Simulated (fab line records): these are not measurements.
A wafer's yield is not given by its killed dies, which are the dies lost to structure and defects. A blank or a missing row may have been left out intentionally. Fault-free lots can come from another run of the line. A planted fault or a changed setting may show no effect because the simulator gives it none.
The tool behind it: which one? + flow nand harc + 72 wafers from 24 lots sampled at 5 of the route's 1302 steps

WHAT THE GAUGES SHOWED, per wafer
NHARC_A_CONTACT_CD_MEAS_80. Usual: 289.7 nm for cd nm, sd 0.85.
| lot  | measured     | on        | cd nm (nm)        | flag |
|------|--------------|-----------|-------------------|------|
| L074 | day 21 18:44 | cd sem-01 | 290.0 289.9 289.2 |      |
| L075 | day 22 06:42 | cd sem-02 | 290.2 289.4 290.3 |      |
| L076 | day 22 15:53 | cd sem-01 | 288.9 289.4 289.6 |      |
| L077 | day 22 21:29 | cd sem-02 | 290.5 290.6 290.6 |      |
| L078 | day 22 22:51 | cd sem-01 | 289.7 289.7 289.7 |      |
| L079 | day 23 22:26 | cd sem-02 | 288.9 288.7 288.8 |      |
| L081 | day 24 19:47 | cd sem-03 | 290.2 289.7 290.6 |      |
| L080 | day 24 21:13 | cd sem-03 | 290.0 289.8 290.0 |      |
| L082 | day 25 12:07 | cd sem-01 | 287.8 287.9 288.7 |      |
| L084 | day 26 04:05 | cd sem-01 | 289.9 289.8 290.6 |      |
| L083 | day 26 08:59 | cd sem-02 | 290.4 292.0 291.4 |      |
| L085 | day 26 10:55 | cd sem-03 | 289.5 290.0 290.6 |      |
| L087 | day 26 19:52 | cd sem-01 | 289.3 289.6 288.9 |      |
| L086 | day 26 22:30 | cd sem-02 | 290.5 288.7 290.0 |      |
| L089 | day 27 15:01 | cd sem-01 | 288.9 289.5 290.1 |      |
| L088 | day 27 18:32 | cd sem-02 | 290.1 290.2 289.1 |      |
| L090 | day 28 16:05 | cd sem-02 | 290.6 290.5 289.9 |      |
| L091 | day 28 17:40 | cd sem-02 | 288.5 287.5 288.2 |      |
| L093 | day 29 22:25 | cd sem-02 | 290.7 291.4 291.1 |      |
| L094 | day 30 02:06 | cd sem-01 | 290.5 290.1 289.9 |      |
| L092 | day 30 04:23 | cd sem-03 | 289.2 289.3 289.5 |      |
| L095 | day 30 17:54 | cd sem-02 | 289.8 290.0 289.8 |      |
| L096 | day 30 20:52 | cd sem-02 | 289.3 289.4 289.5 |      |
| L097 | day 31 09:38 | cd sem-02 | 288.7 289.5 288.9 |      |

NHARC_A_CONTACT_INSPECT_23. Usual: 528 for raw defect count, sd 160.
| lot  | measured     | on                | raw defect count | flag |
|------|--------------|-------------------|------------------|------|
| L074 | day 22 04:38 | defect inspect-01 | 551 442 469      |      |
| L075 | day 22 17:08 | defect inspect-02 | 402 424 508      |      |
| L076 | day 23 02:01 | defect inspect-01 | 644 647 686      |      |
| L077 | day 23 06:44 | defect inspect-02 | 364 459 448      |      |
| L078 | day 23 08:26 | defect inspect-01 | 483 743 606      |      |
| L079 | day 24 10:08 | defect inspect-02 | 437 476 434      |      |
| L081 | day 25 05:13 | defect inspect-02 | 626 609 549      |      |
| L080 | day 25 06:34 | defect inspect-02 | 498 481 639      |      |
| L082 | day 25 22:01 | defect inspect-01 | 542 621 463      |      |
| L084 | day 26 16:25 | defect inspect-02 | 688 497 630      |      |
| L083 | day 26 23:14 | defect inspect-02 | 333 663 493      |      |
| L085 | day 27 04:49 | defect inspect-02 | 363 378 359      |      |
| L087 | day 27 07:04 | defect inspect-01 | 543 499 593      |      |
| L086 | day 27 09:14 | defect inspect-01 | 298 393 327      |      |
| L089 | day 28 02:08 | defect inspect-02 | 471 416 467      |      |
| L088 | day 28 03:47 | defect inspect-02 | 514 596 561      |      |
| L090 | day 29 01:43 | defect inspect-02 | 841 716 747      |      |
| L091 | day 29 03:50 | defect inspect-02 | 423 771 389      |      |
| L093 | day 30 09:48 | defect inspect-02 | 571 523 713      |      |
| L094 | day 30 12:24 | defect inspect-01 | 492 514 546      |      |
| L092 | day 30 13:47 | defect inspect-02 | 357 509 375      |      |
| L095 | day 31 05:41 | defect inspect-02 | 580 393 473      |      |
| L096 | day 31 07:01 | defect inspect-01 | 522 457 428      |      |
| L097 | day 31 18:58 | defect inspect-02 | 394 455 471      |      |

WHICH TOOL RAN EACH LOT (tool, then ch and the chambers of the sampled wafers, then the start)
| lot  | NHARC_A_CONTACT_DEP_84        | NHARC_A_CONTACT_ETCH_137             | NHARC_A_CONTACT_ETCH_138             |
|------|-------------------------------|--------------------------------------|--------------------------------------|
| L074 | acl dep-02 ch 0, day 21 20:50 | har cap etch-03 ch 0,1, day 22 01:01 | har cap etch-03 ch 0,1, day 22 01:17 |
| L075 | acl dep-03 ch 0, day 22 08:59 | har cap etch-01 ch 0,1, day 22 13:26 | har cap etch-01 ch 0,1, day 22 13:43 |
| L076 | acl dep-01 ch 0, day 22 17:46 | har cap etch-02 ch 0,1, day 22 22:19 | har cap etch-02 ch 0,1, day 22 22:35 |
| L077 | acl dep-01 ch 0, day 22 22:50 | har cap etch-03 ch 0,1, day 23 03:00 | har cap etch-03 ch 0,1, day 23 03:16 |
| L078 | acl dep-03 ch 0, day 23 00:05 | har cap etch-01 ch 0,1, day 23 04:24 | har cap etch-01 ch 0,1, day 23 04:46 |
| L079 | acl dep-02 ch 0, day 24 01:43 | har cap etch-03 ch 0,1, day 24 06:23 | har cap etch-03 ch 0,1, day 24 06:40 |
| L081 | acl dep-03 ch 0, day 24 21:41 | har cap etch-01 ch 0,1, day 25 01:26 | har cap etch-01 ch 0,1, day 25 01:43 |
| L080 | acl dep-01 ch 0, day 24 22:34 | har cap etch-03 ch 0,1, day 25 02:44 | har cap etch-03 ch 0,1, day 25 03:01 |
| L082 | acl dep-03 ch 0, day 25 13:22 | har cap etch-02 ch 0,1, day 25 17:58 | har cap etch-02 ch 0,1, day 25 18:20 |
| L084 | acl dep-01 ch 0, day 26 08:20 | har cap etch-01 ch 0,1, day 26 12:38 | har cap etch-01 ch 0,1, day 26 12:54 |
| L083 | acl dep-01 ch 0, day 26 14:54 | har cap etch-03 ch 0,1, day 26 19:29 | har cap etch-03 ch 0,1, day 26 19:45 |
| L085 | acl dep-01 ch 0, day 26 16:38 | har cap etch-02 ch 0,1, day 27 01:02 | har cap etch-02 ch 0,1, day 27 01:18 |
| L087 | acl dep-02 ch 0, day 26 22:42 | har cap etch-01 ch 0,1, day 27 03:20 | har cap etch-01 ch 0,1, day 27 03:37 |
| L086 | acl dep-02 ch 0, day 27 00:24 | har cap etch-02 ch 0,1, day 27 05:21 | har cap etch-02 ch 0,1, day 27 05:37 |
| L089 | acl dep-03 ch 0, day 27 17:00 | har cap etch-01 ch 0,1, day 27 22:00 | har cap etch-01 ch 0,1, day 27 22:22 |
| L088 | acl dep-02 ch 0, day 27 20:09 | har cap etch-03 ch 0,1, day 28 00:08 | har cap etch-03 ch 0,1, day 28 00:25 |
| L090 | acl dep-02 ch 0, day 28 17:14 | har cap etch-01 ch 0,1, day 28 21:58 | har cap etch-01 ch 0,1, day 28 22:14 |
| L091 | acl dep-01 ch 0, day 28 19:10 | har cap etch-03 ch 0,1, day 28 23:47 | har cap etch-03 ch 0,1, day 29 00:09 |
| L093 | acl dep-02 ch 0, day 30 01:14 | har cap etch-01 ch 0,1, day 30 05:49 | har cap etch-01 ch 0,1, day 30 06:05 |
| L094 | acl dep-02 ch 0, day 30 04:10 | har cap etch-03 ch 0,1, day 30 08:29 | har cap etch-03 ch 0,1, day 30 08:51 |
| L092 | acl dep-03 ch 0, day 30 05:43 | har cap etch-02 ch 1, day 30 09:58   | har cap etch-02 ch 1, day 30 10:14   |
| L095 | acl dep-03 ch 0, day 30 21:16 | har cap etch-03 ch 0, day 31 01:38   | har cap etch-03 ch 0, day 31 02:00   |
| L096 | acl dep-02 ch 0, day 30 22:24 | har cap etch-02 ch 0,1, day 31 02:56 | har cap etch-02 ch 0,1, day 31 03:13 |
| L097 | acl dep-03 ch 0, day 31 11:41 | har cap etch-01 ch 0,1, day 31 15:16 | har cap etch-01 ch 0,1, day 31 15:32 |
- NHARC_A_CONTACT_DEP_84: deposits aC, target thk 2800 nm.
- NHARC_A_CONTACT_ETCH_137: etches the open film in C4F8/O2/Ar, time 311 s, target depth 1912 nm.
- NHARC_A_CONTACT_ETCH_138: etches the open film in C4F8/O2/Ar, time 311 s, target depth 1914 nm.

AS READ BY THE TOOLS THEMSELVES (means over the sampled wafers that have a number; for cases with no such wafer, the mark the record gives instead)
NHARC_A_CONTACT_DEP_84. Usual: 35.000 % for throttle valve pct, sd 0.0084.
| lot  | tool       | throttle valve pct (%) | flag |
|------|------------|------------------------|------|
| L074 | acl dep-02 | 34.997                 |      |
| L075 | acl dep-03 | 34.999                 |      |
| L076 | acl dep-01 | 34.997                 |      |
| L077 | acl dep-01 | 34.997                 |      |
| L078 | acl dep-03 | 34.999                 |      |
| L079 | acl dep-02 | 34.993                 |      |
| L081 | acl dep-03 | 35.001                 |      |
| L080 | acl dep-01 | 35.002                 |      |
| L082 | acl dep-03 | 34.999                 |      |
| L084 | acl dep-01 | 35.009                 |      |
| L083 | acl dep-01 | 35.005                 |      |
| L085 | acl dep-01 | 34.998                 |      |
| L087 | acl dep-02 | 35.007                 |      |
| L086 | acl dep-02 | 35.001                 |      |
| L089 | acl dep-03 | 35.003                 |      |
| L088 | acl dep-02 | 35.006                 |      |
| L090 | acl dep-02 | 35.010                 |      |
| L091 | acl dep-01 | 35.004                 |      |
| L093 | acl dep-02 | 34.990                 |      |
| L094 | acl dep-02 | 35.002                 |      |
| L092 | acl dep-03 | 35.002                 |      |
| L095 | acl dep-03 | 35.005                 |      |
| L096 | acl dep-02 | 35.002                 |      |
| L097 | acl dep-03 | 35.005                 |      |

THE ANSWER, worked out from the rows above alone
Rule: a lot counts as off when the mean over its wafers that have a number is more than 3 standard deviations away from the usual mean. A lot without any number at a reading at which 4 lots or more have one is off too. Any other lot the step has rows for is counted as sound. First the gauges in route order, then the tools' own readings, where a lot's mean is used as printed above. At the first step where some lot is off, the reading lying furthest off is the one used; lots without a number count as furthest.
None of the lots is off at any reading shown; this tells nothing.

WHAT WAS PUT IN BY THE SIMULATOR
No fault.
